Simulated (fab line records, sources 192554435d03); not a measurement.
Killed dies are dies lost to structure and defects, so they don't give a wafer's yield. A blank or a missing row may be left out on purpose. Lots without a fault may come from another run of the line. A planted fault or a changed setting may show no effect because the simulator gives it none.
Which tool did it? | flow n5_finfet | 22 lots, 66 wafers sampled, at 3 steps of a route of 1938

WHAT THE GAUGES READ, wafer by wafer
N5_BEOL_M6_THK_MEAS_53: measures by xrf.
lot  | measured     | on            | M6_THK (nm)
L075 | day 8 16:02  | film_metro-01 | 78.0 76.1 80.4
L074 | day 9 07:47  | film_metro-02 | 77.4 75.3 76.3
L077 | day 9 09:53  | film_metro-01 | 75.9 79.7 77.3
L078 | day 9 21:30  | film_metro-01 | 78.3 79.7 75.0
L079 | day 9 23:22  | film_metro-01 | 78.4 79.7 80.7
L080 | day 10 07:36 | film_metro-01 | 78.8 79.7 78.9
L081 | day 10 12:07 | film_metro-01 | 82.7 78.2 79.6
L082 | day 10 12:44 | film_metro-01 | 77.6 79.9 77.5
L083 | day 10 17:26 | film_metro-01 | 77.8 76.4 77.8
L084 | day 11 06:25 | film_metro-02 | 77.4 76.9 76.1
L085 | day 11 12:19 | film_metro-02 | 78.4 78.6 76.2
L086 | day 11 21:10 | film_metro-01 | 78.1 80.2 79.2
L087 | day 12 19:14 | film_metro-01 | 74.7 76.3 76.0
L089 | day 12 23:31 | film_metro-01 | 80.2 79.2 78.5
L088 | day 12 23:42 | film_metro-01 | 82.1 77.7 81.9
L091 | day 13 07:10 | film_metro-01 | 78.2 77.6 75.7
L093 | day 13 16:27 | film_metro-01 | 76.8 76.6 77.3
L094 | day 13 22:38 | film_metro-01 | 78.5 76.1 78.4
L092 | day 13 22:56 | film_metro-01 | 79.3 79.3 79.7
L095 | day 14 05:17 | film_metro-01 | 77.1 77.2 80.3
L096 | day 14 14:07 | film_metro-02 | 79.4 80.1 81.9
L097 | day 14 17:28 | film_metro-01 | 82.4 79.3 81.5

N5_BEOL_M6_RS_MEAS_57: measures by four-point-probe.
lot  | measured     | on            | M6_RS (ohm/sq)
L075 | day 8 16:10  | film_metro-01 | 0.295 0.304 0.284
L074 | day 9 07:56  | film_metro-02 | 0.291 0.299 0.296
L077 | day 9 10:01  | film_metro-02 | 0.299 0.283 0.292
L078 | day 9 21:38  | film_metro-01 | 0.291 0.285 0.308
L079 | day 9 23:29  | film_metro-01 | 0.289 0.284 0.278
L080 | day 10 07:46 | film_metro-02 | 0.288 0.284 0.288
L081 | day 10 12:14 | film_metro-01 | 0.270 0.289 0.282
L082 | day 10 12:53 | film_metro-01 | 0.290 0.281 0.292
L083 | day 10 17:36 | film_metro-02 | 0.293 0.296 0.292
L084 | day 11 06:33 | film_metro-02 | 0.293 0.294 0.297
L085 | day 11 12:29 | film_metro-01 | 0.287 0.284 0.297
L086 | day 11 21:19 | film_metro-01 | 0.290 0.282 0.284
L087 | day 12 19:22 | film_metro-01 | 0.303 0.296 0.297
L089 | day 12 23:39 | film_metro-01 | 0.279 0.284 0.284
L088 | day 12 23:50 | film_metro-01 | 0.274 0.291 0.274
L091 | day 13 07:17 | film_metro-01 | 0.286 0.288 0.298
L093 | day 13 16:35 | film_metro-01 | 0.294 0.295 0.291
L094 | day 13 22:46 | film_metro-01 | 0.286 0.295 0.286
L092 | day 13 23:04 | film_metro-01 | 0.282 0.286 0.283
L095 | day 14 05:25 | film_metro-02 | 0.295 0.296 0.283
L096 | day 14 14:15 | film_metro-02 | 0.280 0.277 0.270
L097 | day 14 17:36 | film_metro-02 | 0.274 0.284 0.275

WHICH TOOL RAN EACH LOT (tool, then ch and the chambers of the sampled wafers, then the start)
lot  | N5_BEOL_M6_STRIP_80
L075 | rie_diel-06 ch 1,3, day 8 16:02 or earlier
L074 | rie_diel-02 ch 2,3, day 9 07:47 or earlier
L077 | rie_diel-02 ch 1,2,3, day 9 09:53 or earlier
L078 | rie_diel-05 ch 0,1, day 9 21:30 or earlier
L079 | rie_diel-02 ch 0,1, day 9 23:22 or earlier
L080 | rie_diel-05 ch 1,3, day 10 07:36 or earlier
L081 | rie_diel-02 ch 0,2,3, day 10 12:07 or earlier
L082 | rie_diel-02 ch 2,3, day 10 12:44 or earlier
L083 | rie_diel-06 ch 2,3, day 10 17:26 or earlier
L084 | rie_diel-05 ch 2,3, day 11 06:25 or earlier
L085 | rie_diel-02 ch 0,1,2, day 11 12:19 or earlier
L086 | rie_diel-02 ch 0,2,3, day 11 21:10 or earlier
L087 | rie_diel-05 ch 0,1, day 12 19:14 or earlier
L089 | rie_diel-02 ch 0,3, day 12 23:31 or earlier
L088 | rie_diel-06 ch 0,3, day 12 23:42 or earlier
L091 | rie_diel-02 ch 1,2, day 13 07:10 or earlier
L093 | rie_diel-05 ch 0,1,3, day 13 16:27 or earlier
L094 | rie_diel-02 ch 1,2, day 13 22:38 or earlier
L092 | rie_diel-02 ch 1,2, day 13 22:56 or earlier
L095 | rie_diel-05 ch 0,1,3, day 14 05:17 or earlier
L096 | rie_diel-06 ch 1,2,3, day 14 14:07 or earlier
L097 | rie_diel-06 ch 0,1,2, day 14 17:28 or earlier
- N5_BEOL_M6_STRIP_80: strips in N2/H2, time 10 s.

WHAT THE TOOLS THEMSELVES READ (means of the sampled wafers that have a number; where no wafer has one, the mark that the record gives instead)
N5_BEOL_M6_STRIP_80.
lot  | tool        | bias_power_w (W) | drypump_motor_current_A (A) | oes_product_au (a.u.) | rf_vpp_V (V) | showerhead_plenum_p_Torr (Torr) | throttle_valve_pct (%)
L075 | rie_diel-06 | 7.014            | 6.1                         | 0.69                  | 59.5         | 2.56                            | 23.5
L074 | rie_diel-02 | 7.014            | 5.6                         | 0.82                  | 59.2         | 2.60                            | 23.3
L077 | rie_diel-02 | 7.027            | 5.7                         | 0.79                  | 59.5         | 2.62                            | 23.4
L078 | rie_diel-05 | 6.991            | 5.0                         | 0.86                  | 59.1         | 2.47                            | 23.1
L079 | rie_diel-02 | 7.002            | 5.9                         | 0.75                  | 59.7         | 2.56                            | 23.6
L080 | rie_diel-05 | 7.009            | 5.2                         | 0.94                  | 59.5         | 2.49                            | 23.2
L081 | rie_diel-02 | 6.996            | 5.6                         | 0.82                  | 58.8         | 2.56                            | 23.2
L082 | rie_diel-02 | 6.990            | 5.5                         | 0.83                  | 59.9         | 2.64                            | 23.2
L083 | rie_diel-06 | 6.992            | 6.6                         | 0.70                  | 59.1         | 2.52                            | 23.8
L084 | rie_diel-05 | 6.993            | 5.5                         | 0.82                  | 59.0         | 2.53                            | 23.5
L085 | rie_diel-02 | 7.012            | 5.7                         | 0.78                  | 59.1         | 2.58                            | 23.3
L086 | rie_diel-02 | 7.015            | 5.6                         | 0.81                  | 58.8         | 2.56                            | 23.2
L087 | rie_diel-05 | 7.001            | 5.0                         | 0.81                  | 58.6         | 2.46                            | 23.1
L089 | rie_diel-02 | 6.991            | 5.7                         | 0.79                  | 59.3         | 2.48                            | 23.3
L088 | rie_diel-06 | 6.999            | 5.5                         | 0.79                  | 59.3         | 2.65                            | 23.4
L091 | rie_diel-02 | 6.987            | 5.5                         | 0.87                  | 60.6         | 2.65                            | 23.3
L093 | rie_diel-05 | 7.007            | 5.2                         | 0.82                  | 58.8         | 2.47                            | 23.3
L094 | rie_diel-02 | 7.004            | 5.8                         | 0.89                  | 59.7         | 2.62                            | 23.5
L092 | rie_diel-02 | 6.989            | 5.8                         | 0.90                  | 59.6         | 2.62                            | 23.5
L095 | rie_diel-05 | 7.013            | 5.2                         | 0.82                  | 59.1         | 2.46                            | 23.3
L096 | rie_diel-06 | 7.001            | 6.0                         | 0.95                  | 59.3         | 2.59                            | 23.5
L097 | rie_diel-06 | 7.014            | 5.5                         | 0.88                  | 59.4         | 2.62                            | 23.5

THE ANSWER, worked out from the rows above alone
Rule: what is usual is taken from the lots themselves. Put in order of their means at a reading, lots are off if they are a third of the lots or fewer, leave a main group of 4 or more, and stand apart from it by a gap of 3 or more times the standard deviation of the main group's means; of several such gaps the widest counts. A main group whose means are all the same, to the digits that the tables above print for the reading, isn't used. A lot without any number at a reading at which 4 lots or more have one is off too. The other lots that the step has rows for count as sound. The gauges are gone through in route order, then the tools' own readings, and for those a lot's mean is taken as printed above. The first step at which some lot is off is used, and at that step the reading that is off furthest; a lot without a number counts as furthest.
No lot is off at any reading shown: from this, nothing can be told.

WHAT THE SIMULATOR HAD PUT IN
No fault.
